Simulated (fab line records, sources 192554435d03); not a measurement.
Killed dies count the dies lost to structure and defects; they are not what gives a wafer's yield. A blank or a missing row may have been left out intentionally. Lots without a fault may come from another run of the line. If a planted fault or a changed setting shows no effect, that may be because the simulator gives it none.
fab line records | flow n5Finfet
[record] lots = 6 | wafers = 18 | lastDay = 18
route steps=1938 shown BEOL_M6@1219 PASSIVATION@1936
lots that met no fault: taken from a fault-free run of the same line
startH: hours from the record's first day to the start of the lot's first wafer shown | waitH: how many hours have passed since the lot's step before this one | " the same as in the row above | L1.1+2: several wafers, shown together as one row | - value missing, or start not given | * or withheld: withheld | < > ~ a bound
route shown NAME@n: a module of which the file shows steps, and the number in the route of the first | usual: average and standard deviation across the fault-free wafers | same: alike in all rows | chamber/n: place in a boat | sites: each site's reading | _std_site: the standard deviation of these | _edge_site: mean of outer sites minus mean of inner sites | radiusMm: for every site, how far away it sits from the centre of the wafer | mask NAME#n: copy n | behind: the tool/chamber that last shaped the wafer | hold: why the lot went on hold/how many hours it stayed there/how the hold came to an end | device: the n, p or np transistor that did not switch | end of line: tests run on the same wafers once the route is complete | for a step that has no rows: nothing shown but its recipe | killed: dies that structure and defects cost at the first sort, which is not the same as the wafer's yield | map: shows each die of a wafer: x if killed, . if not, _ if none is there
set.NAME: setting as actually run; set.NAME@STEP: the setting as run at that earlier step | model.NAME: the simulator's own value behind a step, which no gauge read
certain route steps with their lots: each step a table, each wafer a row
services: when a tool's chamber went out of use (startH, in hours from the record's first day, below 0 if earlier), for how many hours, and the reason
[[steps]]
[step N5_BEOL_M6_COAT_64]
[recipe] resist = SiARC | tempC = 220 | timeS = 60 | spinRpm = 1500 | resistThkNm = 12
[step N5_BEOL_M6_COAT_71]
[recipe] resist = underlayer | tempC = 205 | timeS = 60 | spinRpm = 1500 | resistThkNm = 5
[step N5_BEOL_M6_COAT_22]
[recipe] resist = CAR-EUV | spinRpm = 1500 | resistThkNm = 30
[step N5_BEOL_M6_EBR_24]
[recipe] solvent = PGMEA | ebrWidthMm = 1.5
[step N5_BEOL_M6_SOFTBAKE_23]
[recipe] tempC = 110 | timeS = 60 | resist = CAR-EUV
[step N5_BEOL_M6_EXPOSE_25]
[recipe] maskId = V5 | na = 0.33 | sourceShape = annular | sigmaInner = 0.4 | sigmaOuter = 0.8 | polarization = unpolarized | targetCdNm = 40 | doseMj = 45
[step N5_BEOL_M6_PEB_26]
[recipe] pebTempC = 100 | pebTimeS = 60 | resist = CAR-EUV
[step N5_BEOL_M6_DEVELOP_27]
[recipe] developTimeS = 30 | developer = TMAH | resist = CAR-EUV | rinseLiquid = surfactantRinse | dry = airSpin | devTempC = 23
[step N5_BEOL_M6_CD_MEAS_28]
[recipe] targetCdNm = 40 | landingEnergyEv = 500 | detector = seInlens
[usual] cdNm = 40.02/0.22
lot.wafer | tool     | chamber | startH | waitH | cdNm
L156.2    | cdSem-03 | 0       | 255.76 | -     | 39.72
L156.4    | "        | 0       | "      | "     | 40.17
L156.5    | "        | 0       | "      | "     | 39.72
L158.2    | cdSem-02 | 0       | 270.15 | -     | 39.91
L158.3    | "        | 0       | "      | "     | 39.91
L158.6    | "        | 0       | "      | "     | 39.88
L163.1    | cdSem-02 | 0       | 300.82 | -     | 40.27
L163.4    | "        | 0       | "      | "     | 39.79
L163.6    | "        | 0       | "      | "     | 40.29
L166.3    | cdSem-02 | 0       | 322.50 | -     | 40.23
L166.5    | "        | 0       | "      | "     | 39.86
L166.6    | "        | 0       | "      | "     | 40.05
L170.2    | cdSem-01 | 0       | 328.85 | -     | 39.93
L170.4    | "        | 0       | "      | "     | 39.89
L170.6    | "        | 0       | "      | "     | 40.01
L169.4    | cdSem-01 | 0       | 333.42 | -     | 39.83
L169.5    | "        | 0       | "      | "     | 40.17
L169.6    | "        | 0       | "      | "     | 39.96
[step N5_BEOL_M6_OVL_MEAS_29]
[recipe] pointsPerWafer = 522
[usual] V5_OVL = -0.5/0.66
lot.wafer | tool       | chamber | startH | waitH | V5_OVL[nm]
L156.2    | overlay-01 | 0       | 255.79 | 0.0   | 0.2
L156.4    | "          | 0       | "      | "     | -0.2
L156.5    | "          | 0       | "      | "     | -0.1
L158.2    | overlay-01 | 0       | 270.18 | 0.0   | -1.1
L158.3    | "          | 0       | "      | "     | -0.6
L158.6    | "          | 0       | "      | "     | -1.2
L163.1    | overlay-01 | 0       | 300.85 | 0.0   | 0.9
L163.4    | "          | 0       | "      | "     | 1.3
L163.6    | "          | 0       | "      | "     | -0.5
L166.3    | overlay-02 | 0       | 322.54 | 0.0   | -0.1
L166.5    | "          | 0       | "      | "     | -0.1
L166.6    | "          | 0       | "      | "     | -0.7
L170.2    | overlay-02 | 0       | 328.89 | 0.0   | -0.9
L170.4    | "          | 0       | "      | "     | -0.7
L170.6    | "          | 0       | "      | "     | -0.5
L169.4    | overlay-02 | 0       | 333.46 | 0.0   | -1.0
L169.5    | "          | 0       | "      | "     | -0.2
L169.6    | "          | 0       | "      | "     | 0.0
[step N5_BEOL_M6_INSPECT_30]
[recipe] mode = adi | inspectInstrument = brightfield
[usual] rawDefectCount = 435/99
lot.wafer | tool             | chamber | startH | waitH | rawDefectCount
L156.2    | defectInspect-01 | -       | 255.84 | 0.0   | 198
L156.4    | "                | -       | "      | "     | 441
L156.5    | "                | -       | "      | "     | 374
L158.2    | defectInspect-01 | -       | 270.23 | 0.0   | 490
L158.3    | "                | -       | "      | "     | 392
L158.6    | "                | -       | "      | "     | 602
L163.1    | defectInspect-01 | -       | 300.91 | 0.1   | 544
L163.4    | "                | -       | "      | "     | 430
L163.6    | "                | -       | "      | "     | 434
L166.3    | defectInspect-02 | -       | 322.59 | 0.0   | 493
L166.5    | "                | -       | "      | "     | 518
L166.6    | "                | -       | "      | "     | 450
L170.2    | defectInspect-01 | -       | 328.94 | 0.0   | 653
L170.4    | "                | -       | "      | "     | 433
L170.6    | "                | -       | "      | "     | 348
L169.4    | defectInspect-02 | -       | 333.50 | 0.0   | 313
L169.5    | "                | -       | "      | "     | 512
L169.6    | "                | -       | "      | "     | 457
[step N5_BEOL_M6_DESCUM_33]
[recipe] chemistry = O2 | timeS = 7 | sourcePowerW = 50 | biasPowerW = 20 | pressureMtorr = 20 | rfFrequencyHz = 2.712e+07 | tempC = 40 | resist = CAR-EUV | o2FlowSccm = 225
[usual] drypumpMotorCurrentA = 5.5/0.42 | oesProductAu = 0.83/0.06 | rfVppV = 243.5/1.6 | showerheadPlenumPTorr = 2.11/0.081 | throttleValvePct = 20.40/0.17
lot.wafer | tool       | chamber | startH | waitH | drypumpMotorCurrentA | oesProductAu | rfHoursCounterH | rfVppV | showerheadPlenumPTorr | throttleValvePct
L156.2    | rieDiel-03 | 1       | 255.95 | 0.1   | 5.3                  | 0.84         | 59              | 243.9  | 2.24                  | 20.26
L156.4    | "          | 3       | "      | "     | 5.5                  | 0.77         | 113             | 244.4  | 2.19                  | 20.25
L156.5    | "          | 1       | "      | "     | 5.3                  | 0.86         | -               | 244.8  | 2.24                  | 20.24
L158.2    | rieDiel-03 | 2       | 270.27 | 0.0   | 5.6                  | 0.73         | 150             | 243.0  | 2.00                  | 20.53
L158.3    | "          | 0       | "      | "     | 5.3                  | 0.73         | 159             | 240.7  | 2.02                  | 20.62
L158.6    | "          | 0       | "      | "     | 5.3                  | 0.73         | -               | 241.5  | 2.02                  | 20.59
L163.1    | rieDiel-03 | 1       | 301.00 | 0.1   | 5.3                  | 0.84         | 74              | 245.7  | 2.24                  | 20.27
L163.4    | "          | 2       | "      | "     | 5.6                  | 0.72         | 160             | 240.5  | 2.00                  | 20.55
L163.6    | "          | 1       | "      | "     | 5.3                  | 0.83         | -               | 245.7  | 2.23                  | 20.25
L166.3    | rieDiel-03 | 2       | 322.62 | 0.0   | 5.6                  | 0.71         | 169             | 241.8  | 1.99                  | 20.58
L166.5    | "          | 1       | "      | "     | 5.3                  | 0.82         | -               | 244.7  | 2.23                  | 20.30
L166.6    | "          | 0       | "      | "     | 5.3                  | 0.73         | -               | 242.2  | 2.02                  | 20.64
L170.2    | rieDiel-01 | 3       | 329.11 | 0.2   | 5.0                  | 0.83         | 84              | 242.4  | 2.12                  | 20.27
L170.4    | "          | 1       | "      | "     | 5.2                  | 0.84         | 53              | 244.6  | 2.13                  | 20.29
L170.6    | "          | 3       | "      | "     | 5.0                  | 0.83         | -               | 244.6  | 2.12                  | 20.28
L169.4    | rieDiel-01 | 0       | 333.54 | 0.0   | 5.5                  | 0.82         | 69              | 242.8  | 2.03                  | 20.38
L169.5    | "          | 1       | "      | "     | 5.2                  | 0.83         | -               | 242.9  | 2.13                  | 20.31
L169.6    | "          | 0       | "      | "     | 5.5                  | 0.82         | -               | 242.0  | 2.03                  | 20.37
[step N5_BEOL_M6_ETCH_72]
[recipe] chemistry = N2/H2 | target = underlayer | targetDepthA = 65 | maskMaterial = CAR-EUV | timeS = 5.2 | ionEnergyEv = 200 | pressureMtorr = 30 | sourceW = 840 | biasW = 150 | n2FlowSccm = 200 | h2FlowSccm = 200 | ends = cleared
[usual] drypumpMotorCurrentA = 5.5/0.42 | etchRfOnTimeS = 5.16/0.14 | oesProductAu = 0.71/0.054 | rfVppV = 524/3.1 | showerheadPlenumPTorr = 2.55/0.099 | throttleValvePct = 17.76/0.22
lot.wafer | tool       | chamber | startH | waitH | drypumpMotorCurrentA | etchRfOnTimeS | oesProductAu | rfHoursCounterH | rfVppV | showerheadPlenumPTorr | throttleValvePct
L156.2    | rieDiel-03 | 1       | 255.99 | 0.0   | 5.3                  | 4.98          | 0.73         | 59              | 530    | 2.67                  | 17.43
L156.4    | "          | 3       | "      | "     | 5.5                  | 5.39          | 0.65         | 113             | 529    | 2.67                  | 17.70
L156.5    | "          | 1       | "      | "     | 5.3                  | 5.04          | 0.73         | -               | 529    | 2.67                  | 17.43
L158.2    | rieDiel-03 | 2       | 270.30 | 0.0   | 5.6                  | 5.18          | 0.64         | 150             | 521    | 2.45                  | 18.03
L158.3    | "          | 0       | "      | "     | 5.3                  | 5.40          | 0.63         | 159             | 521    | 2.44                  | 17.84
L158.6    | "          | 0       | "      | "     | 5.3                  | 5.37          | 0.62         | -               | 520    | 2.44                  | 17.86
L163.1    | rieDiel-03 | 1       | 301.04 | 0.0   | 5.4                  | 3.37          | 0.92         | 74              | 526    | 2.67                  | 17.50
L163.4    | "          | 2       | "      | "     | 5.5                  | 5.19          | 0.62         | 160             | 520    | 2.44                  | 18.07
L163.6    | "          | 1       | "      | "     | 5.3                  | 3.42          | 0.91         | -               | 525    | 2.67                  | 17.53
L166.3    | rieDiel-03 | 2       | 322.65 | 0.0   | 5.6                  | 3.51          | 0.78         | 169             | 523    | 2.44                  | 18.11
L166.5    | "          | 1       | "      | "     | 5.3                  | 5.01          | 0.71         | -               | 528    | 2.66                  | 17.46
L166.6    | "          | 0       | "      | "     | 5.3                  | 3.61          | 0.77         | -               | 519    | 2.44                  | 17.93
L170.2    | rieDiel-01 | 3       | 329.14 | 0.0   | 5.0                  | 5.18          | 0.71         | 84              | 525    | 2.55                  | 17.59
L170.4    | "          | 1       | "      | "     | 5.2                  | 5.17          | 0.71         | 53              | 526    | 2.60                  | 17.72
L170.6    | "          | 3       | "      | "     | 5.0                  | 5.16          | 0.72         | -               | 523    | 2.55                  | 17.61
L169.4    | rieDiel-01 | 0       | 333.57 | 0.0   | 5.5                  | 5.17          | 0.69         | 69              | 524    | 2.46                  | 17.78
L169.5    | "          | 1       | "      | "     | 5.3                  | 5.13          | 0.72         | -               | 525    | 2.59                  | 17.70
L169.6    | "          | 0       | "      | "     | 5.4                  | 5.23          | 0.69         | -               | 522    | 2.46                  | 17.80
[step N5_BEOL_M6_ETCH_65]
[recipe] chemistry = CF4 | target = SiARC | targetDepthA = 156 | maskMaterial = CAR-EUV | timeS = 26 | ionEnergyEv = 80 | pressureMtorr = 40 | sourceW = 545 | biasW = 36 | Ar_flow_sccm = 100 | cf4FlowSccm = 100 | ends = cleared
[usual] drypumpMotorCurrentA = 5.5/0.42 | etchRfOnTimeS = 25.7/0.63 | oesProductAu = 0.71/0.053 | rfVppV = 184.3/1.3 | showerheadPlenumPTorr = 2.16/0.078 | throttleValvePct = 15.55/0.18
lot.wafer | tool       | chamber | startH | waitH | drypumpMotorCurrentA | etchRfOnTimeS | oesProductAu | rfHoursCounterH | rfVppV | showerheadPlenumPTorr | throttleValvePct
L156.2    | rieDiel-03 | 1       | 256.00 | 0.0   | 5.3                  | 24.9          | 0.74         | 59              | 184.6  | 2.26                  | 15.22
L156.4    | "          | 3       | "      | "     | 5.5                  | 27.0          | 0.65         | 113             | 185.5  | 2.24                  | 15.52
L156.5    | "          | 1       | "      | "     | 5.3                  | 25.0          | 0.74         | -               | 187.3  | 2.26                  | 15.22
L158.2    | rieDiel-03 | 2       | 270.32 | 0.0   | 5.6                  | 25.7          | 0.64         | 150             | 183.3  | 2.05                  | 15.72
L158.3    | "          | 0       | "      | "     | 5.4                  | 26.9          | 0.63         | 159             | 182.9  | 2.06                  | 15.67
L158.6    | "          | 0       | "      | "     | 5.3                  | 26.6          | 0.63         | -               | 182.7  | 2.06                  | 15.67
L163.1    | rieDiel-03 | 1       | 301.05 | 0.0   | 5.3                  | 25.1          | 0.73         | 74              | 184.5  | 2.25                  | 15.26
L163.4    | "          | 2       | "      | "     | 5.6                  | 25.7          | 0.62         | 160             | 183.1  | 2.04                  | 15.72
L163.6    | "          | 1       | "      | "     | 5.3                  | 25.3          | 0.72         | -               | 185.4  | 2.25                  | 15.24
L166.3    | rieDiel-03 | 2       | 322.67 | 0.0   | 5.6                  | 25.4          | 0.62         | 169             | 184.9  | 2.04                  | 15.73
L166.5    | "          | 1       | "      | "     | 5.3                  | 24.9          | 0.71         | -               | 185.5  | 2.25                  | 15.26
L166.6    | "          | 0       | "      | "     | 5.4                  | 26.7          | 0.62         | -               | 182.3  | 2.05                  | 15.72
L170.2    | rieDiel-01 | 3       | 329.16 | 0.0   | 4.9                  | 25.6          | 0.71         | 84              | 186.5  | 2.16                  | 15.48
L170.4    | "          | 1       | "      | "     | 5.2                  | 25.8          | 0.71         | 53              | 183.3  | 2.18                  | 15.46
L170.6    | "          | 3       | "      | "     | 4.9                  | 25.7          | 0.71         | -               | 184.9  | 2.16                  | 15.49
L169.4    | rieDiel-01 | 0       | 333.59 | 0.0   | 5.5                  | 26.2          | 0.69         | 69              | 184.0  | 2.09                  | 15.57
L169.5    | "          | 1       | "      | "     | 5.2                  | 25.7          | 0.72         | -               | 184.9  | 2.18                  | 15.47
L169.6    | "          | 0       | "      | "     | 5.5                  | 26.2          | 0.69         | -               | 183.9  | 2.09                  | 15.57
[step N5_PASSIVATION_PROBE_49]
[usual] defectLimitedYield = 91.0/1.5 | killed_at_M0_to_M3 = 35/11 | killed_at_M4_up = 13/5 | killedAtContacts = 12/5.9 | killedAtFrontEnd = 42/13 | killedAtOther = 3/3.2 | killedDies = 106/18 | killedOpen = 69/13 | killedShort = 35/8.9 | sort_bin_5_function = 5.2/0.95 | sort_bin_6_memory = 3.3/0.71 | sortNPass = 1074/18 | sortYieldPct = 91.0/1.5
[same] grossDies = 1180 | killedAtBackSide = 0 | sort_bin_4_leakage[%] = 0 | sort_bin_8_speed[%] = 0
lot.wafer | tool      | chamber | startH | waitH | defectLimitedYield[%] | killed_at_M0_to_M3 | killed_at_M4_up | killedAtContacts | killedAtFrontEnd | killedAtOther | killedDies | killedOpen | killedShort | sort_bin_5_function[%] | sort_bin_6_memory[%] | sortNPass | sortYieldPct[%]
L156.2    | prober-01 | -       | 344.95 | 0.1   | 88.0                  | 34                 | 21              | 12               | 74               | 1             | 142        | 98         | 44          | 6.9                    | 4.4                  | 1038      | 88.0
L156.4    | prober-01 | -       | 345.05 | 0.2   | 90.5                  | 37                 | 15              | 12               | 47               | 1             | 112        | 60         | 49          | 5.3                    | 3.8                  | 1068      | 90.5
L156.5    | prober-01 | -       | 345.10 | 0.2   | 93.2                  | 11                 | 13              | 12               | 43               | 1             | 80         | 50         | 28          | 3.9                    | 2.8                  | 1100      | 93.2
L166.3    | prober-02 | -       | 414.19 | 0.1   | 90.1                  | 40                 | 18              | 6                | 50               | 3             | 117        | 76         | 31          | 5.8                    | 2.8                  | 1063      | 90.1
L166.5    | prober-02 | -       | 414.29 | 0.2   | 91.4                  | 27                 | 16              | 8                | 48               | 3             | 102        | 67         | 30          | 5.0                    | 3.1                  | 1078      | 91.4
L166.6    | prober-02 | -       | 414.34 | 0.3   | 90.8                  | 31                 | 10              | 10               | 55               | 3             | 109        | 68         | 28          | 4.7                    | 3.6                  | 1071      | 90.8
L169.4    | prober-02 | -       | 434.28 | 0.2   | 89.8                  | 31                 | 19              | 7                | 47               | 16            | 120        | 84         | 36          | 5.8                    | 4.1                  | 1060      | 89.8
L169.5    | prober-02 | -       | 434.33 | 0.2   | 91.5                  | 26                 | 13              | 8                | 41               | 12            | 100        | 77         | 22          | 5.0                    | 3.3                  | 1080      | 91.5
L169.6    | prober-02 | -       | 434.38 | 0.3   | 92.1                  | 26                 | 19              | 3                | 40               | 5             | 93         | 50         | 35          | 4.8                    | 2.0                  | 1087      | 92.1
L170.4    | prober-02 | -       | 436.23 | 0.2   | 92.6                  | 35                 | 14              | 4                | 32               | 2             | 87         | 59         | 24          | 4.7                    | 2.2                  | 1093      | 92.6
L170.6    | prober-02 | -       | 436.33 | 0.3   | 93.0                  | 32                 | 8               | 18               | 23               | 2             | 83         | 60         | 22          | 3.7                    | 3.1                  | 1097      | 93.0
// killed by level:class
L156.2 STI_FIN_REVEAL:geometricParticle:open=29 BEOL_M2:geometricParticle:open=14 MOL_CONTACT_COAG:geometricParticle:open=10 FIN_SAQP:geometricParticle:short=9 BEOL_M3:geometricParticle:open=9 GATE_CUT:geometricParticle:short=9 FIN_SAQP:geometricParticle:open=8 STI_FIN_REVEAL:geometricParticle:short=5
L156.4 BEOL_M0_SAQP:geometricParticle:short=17 STI_FIN_REVEAL:geometricParticle:open=11 GATE_CUT:geometricParticle:short=11 MOL_CONTACT_COAG:geometricParticle:open=10 BEOL_M4:geometricParticle:open=6 GATE_CUT:geometricParticle:open=5 BEOL_M3:geometricParticle:open=5 FIN_SAQP:geometricParticle:short=4
L156.5 STI_FIN_REVEAL:geometricParticle:open=13 MOL_CONTACT_COAG:geometricParticle:open=9 GATE_CUT:geometricParticle:short=8 GATE_CUT:geometricParticle:open=6 BEOL_M2:geometricParticle:open=6 STI_FIN_REVEAL:geometricParticle:short=5 STARTING-WAFER:geometricParticle:short=5 BEOL_M1:geometricParticle:open=4
L166.3 BEOL_M0_SAQP:geometricParticle:short=10 HKMG_FIN:areaEtch=10 STI_FIN_REVEAL:geometricParticle:open=9 BEOL_M3:geometricParticle:open=9 BEOL_M0_SAQP:geometricParticle:open=9 BEOL_M4:geometricParticle:open=9 FIN_SAQP:geometricParticle:open=8 MOL_CONTACT_COAG:geometricParticle:open=5
L166.5 DUMMY_GATE:geometricParticle:open=11 FIN_SAQP:geometricParticle:open=10 FIN_SAQP:geometricParticle:short=8 MOL_CONTACT_COAG:geometricParticle:open=7 BEOL_M4:geometricParticle:open=7 BEOL_M0_SAQP:geometricParticle:open=6 BEOL_M0_SAQP:geometricParticle:short=5 BEOL_M3:geometricParticle:open=5
L166.6 FIN_SAQP:geometricParticle:open=12 HKMG_FIN:areaEtch=11 BEOL_M3:geometricParticle:open=10 STI_FIN_REVEAL:geometricParticle:open=8 MOL_CONTACT_COAG:geometricParticle:open=8 BEOL_M0_SAQP:geometricParticle:open=6 BEOL_M2:geometricParticle:open=6 BEOL_M4:geometricParticle:open=6
L169.4 BEOL_M0_SAQP:geometricParticle:open=12 BEOL_M4:geometricParticle:open=11 STI_FIN_REVEAL:geometricParticle:open=10 FIN_SAQP:geometricParticle:open=9 BEOL_M0_SAQP:geometricParticle:short=7 GATE_CUT:geometricParticle:short=6 PASS1_CAP:geometricParticle:open=6 FIN_SAQP:geometricParticle:short=5
L169.5 FIN_SAQP:geometricParticle:open=19 BEOL_M4:geometricParticle:open=9 BEOL_M0_SAQP:geometricParticle:open=8 MOL_CONTACT_COAG:geometricParticle:open=7 BEOL_M3:geometricParticle:open=6 GATE_CUT:geometricParticle:open=5 BEOL_M0_SAQP:geometricParticle:short=5 PAD_METAL:geometricParticle:open=4
L169.6 BEOL_M4:geometricParticle:open=10 GATE_CUT:geometricParticle:short=9 STI_FIN_REVEAL:geometricParticle:open=8 HKMG_FIN:areaEtch=6 FIN_SAQP:geometricParticle:open=5 BEOL_M0_SAQP:geometricParticle:short=5 BEOL_M0_SAQP:geometricParticle:open=4 BEOL_M0:geometricParticle:open=4
L170.4 BEOL_M0_SAQP:geometricParticle:open=10 BEOL_M3:geometricParticle:open=10 STI_FIN_REVEAL:geometricParticle:open=7 BEOL_M0_SAQP:geometricParticle:short=7 DUMMY_GATE:geometricParticle:open=5 BEOL_M4:geometricParticle:open=5 FIN_SAQP:geometricParticle:short=3 DUMMY_GATE:geometricParticle:short=3
L170.6 MOL_CONTACT_COAG:geometricParticle:open=16 BEOL_M0_SAQP:geometricParticle:open=11 BEOL_M0_SAQP:geometricParticle:short=9 BEOL_M4:geometricParticle:open=5 STI_FIN_REVEAL:geometricParticle:open=4 STARTING-WAFER:geometricParticle:open=4 GATE_CUT:geometricParticle:short=3 GATE_CUT:geometricParticle:open=3
[[services]]
tool       | chamber | startH | hours | kind
rieDiel-01 | -       | 238.21 | 2.8   | pm
rieDiel-01 | 2       | 246.55 | 8.5   | repair
rieDiel-01 | 1       | 287.24 | 4.2   | repair
rieDiel-03 | 3       | 307.29 | 5.7   | repair
[[key]]
[firstSign] step = N5_BEOL_M6_ETCH_72 | reading = etchRfOnTimeS | direction = down | sigmas = 12 | usual = * | struck = *
[effect] step = N5_BEOL_M6_ETCH_72 | reading = oesProductAu | direction = up | sigmas = 2.6 | usual = 0.71 | struck = 0.85
metAt N5_BEOL_M6_ETCH_72
struckWafers L163.1,L163.6,L166.3,L166.6
[baselineLoss] step = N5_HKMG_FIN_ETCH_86 | wafers = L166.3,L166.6
onsetBetween 270.30 301.04
[fault] kind = processParameterDrift | tool = rieDiel-03 | chamber = - | onsetH = 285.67 | steps = N5_BEOL_M6_ETCH_72 | channel = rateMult | offset = 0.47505 | shape = step | endH = 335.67 | scope = struckWafersOnly
// baselineLoss: these wafers lose ten dies or more at that step, a loss of the line's own and not of a fault; the sort's usual values leave them out
